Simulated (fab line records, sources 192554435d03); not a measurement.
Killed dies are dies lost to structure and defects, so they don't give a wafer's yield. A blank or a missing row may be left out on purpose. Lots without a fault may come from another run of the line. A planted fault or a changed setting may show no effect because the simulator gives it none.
Chamber matching | flow n5_finfet | N5_BEOL_M1_CO_CAP_55 on cvd_co-01: 3 sister chambers
The step material Co, precursor CCTBA/H2, target thk 2 nm, time 102.1 s. 14 wafers are shown with their chamber, then 7 later ones without.

WAFERS WITH THEIR CHAMBER
wafer  | chamber | heater_power_w (W) | chamber_pressure_Torr (Torr) | susceptor_temp_C (C)
L201.1 | 2       | 197                | 29.96                        | 200.22
L201.2 | 0       | 217                | 30.00                        | 199.98
L201.6 | 1       | 220                | 30.15                        | 200.11
L202.1 | 1       | 222                | 29.91                        | 199.83
L202.3 | 2       | 197                | 29.96                        | 200.12
L202.6 | 1       | 216                | 30.07                        | 200.11
L204.2 | 0       | 219                | 29.91                        | 199.87
L204.3 | 2       | 193                | 30.07                        | 199.62
L204.5 | 2       | 194                | 30.05                        | 199.85
L205.1 | 2       | 196                | 30.03                        | 199.90
L205.5 | 1       | 220                | 29.97                        | 199.74
L205.6 | 2       | 193                | 30.07                        | 199.89
L207.1 | 1       | 221                | 30.07                        | 199.94
L207.2 | 2       | 193                | 29.91                        | 199.87

SIGNATURES (means of the wafers above)
reading               | chamber 0 | chamber 1 | chamber 2 | scatter within a chamber
heater_power_w        | 218.00    | 219.80    | 194.71    | 2.01
chamber_pressure_Torr | 29.9550   | 30.0340   | 30.0071   | 0.0761
susceptor_temp_C      | 199.9250  | 199.9460  | 199.9243  | 0.177
Rule: a wafer's distance from a chamber is the root of the sum, over the readings, of the square of ((its reading less the chamber's mean) divided by the reading's scatter). The wafer belongs to the nearest chamber; if the next one is less than 2 further off, it can't be placed. The scatter: the root of (the sum of the squares of (reading less its chamber's mean) over the shown wafers, divided by (wafers less chambers)).

WAFERS WITHOUT THEIR CHAMBER
wafer  | heater_power_w (W) | chamber_pressure_Torr (Torr) | susceptor_temp_C (C)
L207.6 | 213                | 30.04                        | 199.67
L213.3 | 211                | 29.81                        | 200.13
L213.5 | 194                | 30.06                        | 199.97
L213.6 | 221                | 30.05                        | 199.96
L214.2 | 218                | 30.00                        | 200.27
L214.5 | 196                | 30.02                        | 200.08
L214.6 | 219                | 30.06                        | 200.11

WHICH CHAMBER EACH WENT THROUGH
wafer  | from the rows above     | in truth
L207.6 | can't be placed: 0 or 1 | 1
L213.3 | can't be placed: 0 or 1 | 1
L213.5 | 2                       | 2
L213.6 | can't be placed: 1 or 0 | 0
L214.2 | can't be placed: 0 or 1 | 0
L214.5 | 2                       | 2
L214.6 | can't be placed: 1 or 0 | 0
Placed correctly: 2 of 7. Can't be placed from these rows: 5 (the true chamber is among the candidates in 5). Placed wrongly: 0.
